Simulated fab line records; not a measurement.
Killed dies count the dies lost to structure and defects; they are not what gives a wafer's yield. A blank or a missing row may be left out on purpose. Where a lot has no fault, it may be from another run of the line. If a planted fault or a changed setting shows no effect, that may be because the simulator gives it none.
Which tool is to blame? | flow nand-harc | Sampling: 12 lots, 36 wafers, 5 of 1302 route steps

WHAT THE GAUGES READ, wafer by wafer
NHARC_A_CHANNEL_HOLE_D1_INSPECT_40.
lot  | measured     | on                | raw-defect-count
L781 | day 8 22:55  | defect-inspect-01 | 33 42 62
L783 | day 9 09:40  | defect-inspect-02 | 134 98 79
L782 | day 9 11:09  | defect-inspect-01 | 41 65 73
L786 | day 10 19:49 | defect-inspect-02 | 29 34 44
L790 | day 12 19:33 | defect-inspect-01 | 90 76 92
L793 | day 14 01:03 | defect-inspect-01 | 96 98 107
L794 | day 14 05:11 | defect-inspect-01 | 92 101 95
L799 | day 16 03:41 | defect-inspect-01 | 57 60 50
L800 | day 16 19:41 | defect-inspect-02 | 85 85 76
L802 | day 18 06:05 | defect-inspect-01 | 45 70 68
L803 | day 18 08:05 | defect-inspect-01 | 38 46 51
L804 | day 18 18:59 | defect-inspect-01 | 66 25 41

NHARC_END_SORT_01.
lot  | measured     | on        | killed-at-array | killed-at-other | killed-at-periphery | killed-dies | killed-open | killed-short
L786 | day 27 00:20 | prober-01 | 36 44 44        | 2 0 1           | 2 2 0               | 40 46 45    | 2 3 1       | 2 0 1
L793 | day 30 20:46 | prober-02 | 65 71 60        | 0 0 0           | 4 5 6               | 69 76 66    | 4 2 5       | 6 3 3
L803 | day 33 18:04 | prober-02 | 26 22 26        | 6 1 1           | 2 4 2               | 34 27 29    | 7 5 6       | 2 4 4

EACH LOT AND THE TOOL THAT RAN IT (in order: tool; ch and the chambers of the sampled wafers; start)
lot  | NHARC_A_CHANNEL_HOLE_D1_ETCH_23  | NHARC_A_CHANNEL_HOLE_D1_ETCH_33            | NHARC_A_CHANNEL_HOLE_D1_ETCH_44
L781 | har-etch-01 ch 0,1, day 8 18:46  | har-etch-01 ch 0,1, day 8 21:13            | rie-diel-04 ch 1,2, day 8 21:56
L783 | har-etch-02 ch 0,1, day 9 05:39  | har-etch-02 ch 0,1, day 9 08:42 or earlier | rie-diel-03 ch 1,2, day 9 08:42
L782 | har-etch-01 ch 0,1, day 9 06:58  | har-etch-01 ch 0,1, day 9 09:26            | rie-diel-04 ch 0,1,2, day 9 10:10
L786 | har-etch-01 ch 0,1, day 10 15:46 | har-etch-01 ch 0,1, day 10 18:08           | rie-diel-03 ch 0,1,2, day 10 18:50
L790 | har-etch-02 ch 0,1, day 12 15:07 | har-etch-02 ch 0,1, day 12 17:40           | rie-diel-04 ch 2,3, day 12 18:27
L793 | har-etch-02 ch 1, day 13 20:44   | har-etch-02 ch 1, day 13 23:19             | rie-diel-04 ch 1,3, day 14 00:04
L794 | har-etch-02 ch 0,1, day 14 01:04 | har-etch-02 ch 0,1, day 14 03:30           | rie-diel-04 ch 1,2,3, day 14 04:14
L799 | har-etch-01 ch 0,1, day 15 23:25 | har-etch-01 ch 0,1, day 16 01:58           | rie-diel-13 ch 1,2, day 16 02:43
L800 | har-etch-01 ch 0,1, day 16 15:24 | har-etch-01 ch 0,1, day 16 17:56           | rie-diel-04 ch 0,3, day 16 18:41
L802 | har-etch-01 ch 0,1, day 18 01:58 | har-etch-01 ch 0,1, day 18 04:20           | rie-diel-03 ch 1,2, day 18 05:07
L803 | har-etch-02 ch 0,1, day 18 03:46 | har-etch-02 ch 0,1, day 18 06:19           | rie-diel-04 ch 1,2, day 18 07:05
L804 | har-etch-02 ch 0,1, day 18 14:57 | har-etch-02 ch 0,1, day 18 17:19           | rie-diel-04 ch 0,3, day 18 18:00
- NHARC_A_CHANNEL_HOLE_D1_ETCH_23: etches the open film in C4F8/O2/Ar, time 819 s, target depth 1600 nm.
- NHARC_A_CHANNEL_HOLE_D1_ETCH_33: etches the open film in C4F8/O2/Ar, time 90 s, target depth 400 nm.
- NHARC_A_CHANNEL_HOLE_D1_ETCH_44: etches the open film in CF4/O2, target depth 140 nm, overetch 14 nm, time 77 s.

AS READ BY THE TOOLS THEMSELVES (means over the sampled wafers that have a number; for cases with no such wafer, the mark the record gives instead)
NHARC_A_CHANNEL_HOLE_D1_ETCH_23.
lot  | tool        | drypump-motor-current-A (A) | showerhead-plenum-p-Torr (Torr) | throttle-valve-pct (%)
L781 | har-etch-01 | 5.5                         | 3.60                            | 32.158
L783 | har-etch-02 | 5.6                         | 3.64                            | 32.158
L782 | har-etch-01 | 5.8                         | 3.66                            | 32.150
L786 | har-etch-01 | 5.8                         | 3.65                            | 32.155
L790 | har-etch-02 | 5.5                         | 3.62                            | 32.153
L793 | har-etch-02 | 5.8                         | 3.55                            | 32.152
L794 | har-etch-02 | 5.3                         | 3.66                            | 32.147
L799 | har-etch-01 | 5.5                         | 3.55                            | 32.165
L800 | har-etch-01 | 5.5                         | 3.54                            | 32.152
L802 | har-etch-01 | 5.5                         | 3.54                            | 32.167
L803 | har-etch-02 | 5.3                         | 3.78                            | 32.156
L804 | har-etch-02 | 5.3                         | 3.78                            | 32.156

NHARC_A_CHANNEL_HOLE_D1_ETCH_33.
lot  | tool        | drypump-motor-current-A (A) | showerhead-plenum-p-Torr (Torr) | throttle-valve-pct (%)
L781 | har-etch-01 | 5.5                         | 3.63                            | 27.621
L783 | har-etch-02 | 5.5                         | 3.68                            | 27.629
L782 | har-etch-01 | 5.8                         | 3.70                            | 27.621
L786 | har-etch-01 | 5.9                         | 3.69                            | 27.616
L790 | har-etch-02 | 5.6                         | 3.66                            | 27.620
L793 | har-etch-02 | 5.8                         | 3.59                            | 27.624
L794 | har-etch-02 | 5.3                         | 3.70                            | 27.608
L799 | har-etch-01 | 5.5                         | 3.58                            | 27.620
L800 | har-etch-01 | 5.5                         | 3.57                            | 27.614
L802 | har-etch-01 | 5.5                         | 3.57                            | 27.616
L803 | har-etch-02 | 5.3                         | 3.82                            | 27.626
L804 | har-etch-02 | 5.3                         | 3.81                            | 27.624

NHARC_A_CHANNEL_HOLE_D1_ETCH_44.
lot  | tool        | cf4-flow-sccm (sccm) | drypump-motor-current-A (A) | oes_f_703_au (a.u.) | oes_o_777_au (a.u.) | oes-product-au (a.u.) | rf-vpp-V (V) | showerhead-plenum-p-Torr (Torr) | throttle-valve-pct (%)
L781 | rie-diel-04 | 79.82                | 5.2                         | 0.998               | 1.000               | 0.987                 | 198.4        | 1.37                            | 13.396
L783 | rie-diel-03 | 80.17                | 6.0                         | 1.000               | 1.001               | 1.007                 | 197.5        | 1.31                            | 13.397
L782 | rie-diel-04 | 80.11                | 5.3                         | 1.001               | 1.002               | 0.998                 | 198.6        | 1.36                            | 13.398
L786 | rie-diel-03 | 80.16                | 6.0                         | 0.999               | 1.003               | 0.996                 | 197.4        | 1.29                            | 13.397
L790 | rie-diel-04 | 95.80                | 5.6                         | 0.938               | 0.815               | 1.011                 | 196.3        | 1.44                            | 14.356
L793 | rie-diel-04 | 96.19                | 5.5                         | 0.941               | 0.820               | 1.022                 | 198.0        | 1.48                            | 14.363
L794 | rie-diel-04 | 95.95                | 5.4                         | 0.942               | 0.816               | 1.010                 | 197.6        | 1.48                            | 14.362
L799 | rie-diel-13 | 79.84                | 5.9                         | 1.004               | 1.000               | 1.009                 | 199.7        | 1.41                            | 13.398
L800 | rie-diel-04 | 80.20                | 5.6                         | 1.001               | 0.996               | 1.000                 | 197.9        | 1.32                            | 13.396
L802 | rie-diel-03 | 79.92                | 6.0                         | 0.997               | 1.003               | 1.003                 | 196.7        | 1.29                            | 13.397
L803 | rie-diel-04 | 79.79                | 5.2                         | 1.000               | 1.002               | 0.985                 | 198.4        | 1.36                            | 13.402
L804 | rie-diel-04 | 79.80                | 5.6                         | 0.999               | 1.000               | 1.002                 | 197.1        | 1.32                            | 13.404

THE ANSWER, worked out from the rows above alone
Rule: the usual values come from the lots themselves. Put in order of their means at a reading, lots are off if they are a third of the lots or fewer, leave a main group of 4 or more, and stand apart from it by a gap of 3 or more times the standard deviation of the main group's means; of several such gaps the widest counts. Not used: any main group whose means are identical at the precision the tables above print for the reading. A lot without any number at a reading at which 4 lots or more have one is off too. Where the step has rows for the other lots, those lots are counted as sound. After the gauges, taken in route order, come the tools' own readings; for these a lot's mean is taken, as printed above. At the first step where some lot is off, the reading lying furthest off is the one used; lots without a number count as furthest.
Off, at NHARC_A_CHANNEL_HOLE_D1_ETCH_44 on throttle-valve-pct: L790, L793, L794. Main group: mean 13.398 %, sd 0.0026.
A tool fits if, at that step or a process step before it, it ran every lot that is off, and no sound lot after the first of them. NHARC_A_CHANNEL_HOLE_D1_ETCH_33 gives no start for some lots, so the hours and the order of its lots are those of NHARC_A_CHANNEL_HOLE_D1_ETCH_44. None of those tried fits.

WHAT WAS PUT IN BY THE SIMULATOR
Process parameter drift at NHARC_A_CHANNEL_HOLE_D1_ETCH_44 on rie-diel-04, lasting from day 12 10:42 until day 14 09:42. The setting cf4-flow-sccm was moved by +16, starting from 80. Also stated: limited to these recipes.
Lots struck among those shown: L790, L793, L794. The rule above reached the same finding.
